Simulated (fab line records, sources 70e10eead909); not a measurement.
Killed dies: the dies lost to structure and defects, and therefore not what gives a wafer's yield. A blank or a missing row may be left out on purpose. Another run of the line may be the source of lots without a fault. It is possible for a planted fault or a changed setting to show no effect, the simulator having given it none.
Comparing a struck lot with a sound one || flow nand_harc || 15 steps out of a route of 1302
Sound: the wafers L564.1, L564.2, L564.4. Struck: wafers L572.3, L572.5, L572.6. The cause comes at the end.
Each step with rows lists, per side, the tool, then ch with its chambers, then its first start. Under that, the readings that differ: sound wafers || struck wafers || difference of the means || sigmas: that difference in standard deviations of wafers without a fault.
alike: readings whose means differ by less than 2 such deviations, and words and numbers that are the same on both sides. not compared: withheld readings, readings that some wafer has no value for, bounds like >300 that may hide the same value, and numbers for which the record gives no deviation and whose values overlap.
A row with sigmas, a row that says differs or no value, or rows on one side alone: a step with any of these is where the two part. Numbers that don't overlap but have no deviation are shown without sigmas and don't part them. A reading missing from all wafers of one side parts the sides only when that side holds two or more wafers.

NHARC_P_CONTACT_INSPECT_14:
  sound on defect_inspect-01, day 10 12:29; struck on defect_inspect-01, day 13 19:01
  alike: raw_defect_count
NHARC_P_CONTACT_DESCUM_17: chemistry O2, time 3 s.
  sound on rie_diel-09 ch 1,2, day 10 12:34; struck on rie_diel-09 ch 1,2,3, day 13 19:05
  alike: drypump_motor_current_A, oes_product_au, rf_vpp_V, showerhead_plenum_p_Torr, throttle_valve_pct
  not compared: rf_hours_counter_h
NHARC_P_CONTACT_ETCH_35: etches the open film in CF4, target depth 39 nm, time 65 s.
  sound on rie_diel-09 ch 2,3, day 10 12:39; struck on rie_diel-09 ch 1,2,3, day 13 19:10
  alike: drypump_motor_current_A, oes_product_au, rf_vpp_V, showerhead_plenum_p_Torr, throttle_valve_pct
  not compared: rf_hours_counter_h
NHARC_P_CONTACT_ETCH_36: etches the open film in N2/H2, target depth 260 nm, time 406.25 s.
  sound: rie_diel-09 ch 1,2,3; struck: rie_diel-09 ch 1,2,3
  alike: drypump_motor_current_A, n2_flow_sccm, oes_product_au, rf_vpp_V, showerhead_plenum_p_Torr, throttle_valve_pct
  not compared: rf_hours_counter_h
then, 3 steps without rows for these wafers: NHARC_P_CONTACT_ETCH_18 (etches the open film in C4F8/O2/Ar, target depth 481 nm, time 240.5 s); NHARC_P_CONTACT_STRIP_37 (strips in C4F8/O2/Ar); NHARC_P_CONTACT_ETCH_31 (etches the open film in CH3F/O2, target depth 30 nm, time 85.7 s).
NHARC_P_CONTACT_CD_MEAS_19:
  sound on cd_sem-03, day 10 13:34; struck on cd_sem-02, day 13 19:56
  alike: cd_nm
NHARC_P_CONTACT_STRIP_28: strips in O2.
  sound on rie_diel-12 ch 0,1,3, day 10 13:38; struck on rie_diel-10 ch 0,1, day 13 20:02
  alike: drypump_motor_current_A, oes_product_au, rf_vpp_V, showerhead_plenum_p_Torr, throttle_valve_pct
  not compared: rf_hours_counter_h
then, 1 step without rows for these wafers: NHARC_P_CONTACT_STRIP_29 (strips in post etch residue remover, time 1200 s).
NHARC_P_CONTACT_DEGAS_38: time 60 s.
  sound on pvd_sputter-03, day 10 14:17; struck on pvd_sputter-02, day 13 20:39
  alike: heater_power_w
then, 1 step without rows for these wafers: NHARC_P_CONTACT_PRE_CLEAN_39 (time 19.5 s).
NHARC_P_CONTACT_PVD_32: deposits Ti, target thk 5 nm, time 17.7 s.
  sound on pvd_sputter-03, day 10 14:23; struck on pvd_sputter-02, day 13 21:02
  alike: throttle_valve_pct
then, 2 steps without rows for these wafers: NHARC_P_CONTACT_ALD_22 (deposits TiN, target thk 3 nm, pulse time 1 s, ald cycles 150); NHARC_END_SORT_01.

WHERE THEY PART
Nowhere in this record.

WHY: whatever the simulator had introduced
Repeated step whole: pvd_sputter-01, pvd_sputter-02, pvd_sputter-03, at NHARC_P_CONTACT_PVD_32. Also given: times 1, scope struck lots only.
